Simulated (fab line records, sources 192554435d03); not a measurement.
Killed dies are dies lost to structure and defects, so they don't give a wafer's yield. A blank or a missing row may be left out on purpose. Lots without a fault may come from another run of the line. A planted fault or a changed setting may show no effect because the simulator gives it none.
Split-lot experiment | flow n5_finfet | 7 lots, 39 wafers read, on a route of 1938 steps

THE SPLIT
At N5_HKMG_FIN_DEVELOP_11 (develop time 30 s), the setting develop_time_s was moved away from the recipe's 30 s on 15 of the 39 wafers read, by -53.3% to +55.0%. The other wafers ran this setting at the recipe's value.

The file shows no step between the split and the reading.

THE READING
cd_nm, in nm, at N5_HKMG_FIN_CD_MEAS_12 (target cd 92.8 nm). Fault-free wafers of this fab line usually give 92.8 nm, standard deviation 0.47 nm.

wafer  | tool, chamber at the split | develop_time_s as run, s | against the recipe | cd_nm, nm | against lot-mates on the recipe
L074.1 | litho_track-02, 0          | 30                       | recipe             | 92.1      | -
L074.2 | litho_track-02, 0          | 46.49                    | +55.0%             | 95.1      | +2.7
L074.3 | litho_track-02, 0          | 30                       | recipe             | 92.6      | -
L074.4 | litho_track-02, 0          | 46.49                    | +55.0%             | 95.6      | +3.2
L074.5 | litho_track-02, 0          | 30                       | recipe             | 92.6      | -
L074.6 | litho_track-02, 0          | 46.49                    | +55.0%             | 94.4      | +2.0
L075.1 | litho_track-05, 0          | 40.63                    | +35.4%             | 94.6      | +2.2
L075.2 | litho_track-05, 0          | 30                       | recipe             | 92.7      | -
L075.3 | litho_track-05, 0          | 30                       | recipe             | 92.0      | -
L075.4 | litho_track-05, 0          | 30                       | recipe             | 92.5      | -
L075.5 | litho_track-05, 0          | 40.63                    | +35.4%             | 94.0      | +1.6
L075.6 | litho_track-05, 0          | 40.63                    | +35.4%             | 94.2      | +1.8
L077.1 | litho_track-05, 0          | 44.94                    | +49.8%             | 94.7      | +1.5
L077.2 | litho_track-05, 0          | 44.94                    | +49.8%             | 94.8      | +1.6
L077.3 | litho_track-05, 0          | 30                       | recipe             | 93.2      | -
L077.4 | litho_track-05, 0          | 44.94                    | +49.8%             | 95.1      | +1.9
L077.5 | litho_track-05, 0          | 30                       | recipe             | 93.1      | -
L077.6 | litho_track-05, 0          | 30                       | recipe             | 93.3      | -
L078.1 | litho_track-05, 0          | 30                       | recipe             | 92.7      | -
L078.2 | litho_track-05, 0          | 30                       | recipe             | 92.7      | -
L078.3 | litho_track-05, 0          | 30                       | recipe             | 92.7      | -
L078.4 | litho_track-05, 0          | 30                       | recipe             | 92.4      | -
L078.5 | litho_track-05, 0          | 30                       | recipe             | 91.7      | -
L078.6 | litho_track-05, 0          | 30                       | recipe             | 91.9      | -
L082.1 | litho_track-04, 0          | 14.02                    | -53.3%             | 88.7      | -4.1
L082.2 | litho_track-04, 0          | 30                       | recipe             | 92.9      | -
L082.3 | litho_track-04, 0          | 14.02                    | -53.3%             | 88.5      | -4.3
L082.4 | litho_track-04, 0          | 30                       | recipe             | 92.8      | -
L082.5 | litho_track-04, 0          | 30                       | recipe             | 92.7      | -
L082.6 | litho_track-04, 0          | 14.02                    | -53.3%             | 89.0      | -3.8
L087.1 | litho_track-04, 0          | 38.04                    | +26.8%             | 94.1      | +0.5
L087.2 | litho_track-04, 0          | 38.04                    | +26.8%             | 93.9      | +0.3
L087.3 | litho_track-04, 0          | 30                       | recipe             | 93.8      | -
L087.4 | litho_track-04, 0          | 38.04                    | +26.8%             | 94.5      | +0.9
L087.5 | litho_track-04, 0          | 30                       | recipe             | 93.3      | -
L087.6 | litho_track-04, 0          | 30                       | recipe             | 93.6      | -
L088.2 | litho_track-02, 0          | 30                       | recipe             | 93.1      | -
L088.3 | litho_track-02, 0          | 30                       | recipe             | 92.8      | -
L088.4 | litho_track-02, 0          | 30                       | recipe             | 92.5      | -

THE FIT
A straight line over all 39 wafers: cd_nm changes by +0.0546 nm for each +1% of develop_time_s; r = +0.93; the points scatter about the line by 0.57 nm.
The same after taking each lot's own level away (the mean of its wafers on the recipe; 39 wafers): +0.0538 nm for each +1%; r = +0.94; scatter 0.53 nm.
On that fit, the largest move of develop_time_s shifts the reading by 3 nm.
The lots' own levels span 92.35 to 93.57 nm, that is 2.6 times the standard deviation above.
So the lot-to-lot level changes the slope little: the two slopes agree.
Check: with one of the wafers moved furthest among these (+55.0%) left out of the fit, the line predicts +2.7 nm for it against its lot-mates. It came out at +2.67 nm against them.

OTHER SPLITS ON THESE WAFERS
These wafers also went through other splits before the reading. Each is held against what the fit with the lots' levels taken away leaves over:
other split on the same wafers        | wafers away from the commonest value | r with cd_nm (lot level and that fit taken away)
N5_SD_EPI_N_DEVELOP_08 develop_time_s | 9                                    | +0.13

THE FILE'S OWN FIT
cd_nm changes by +0.0508 nm for each +1% of develop_time_s, r = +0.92.
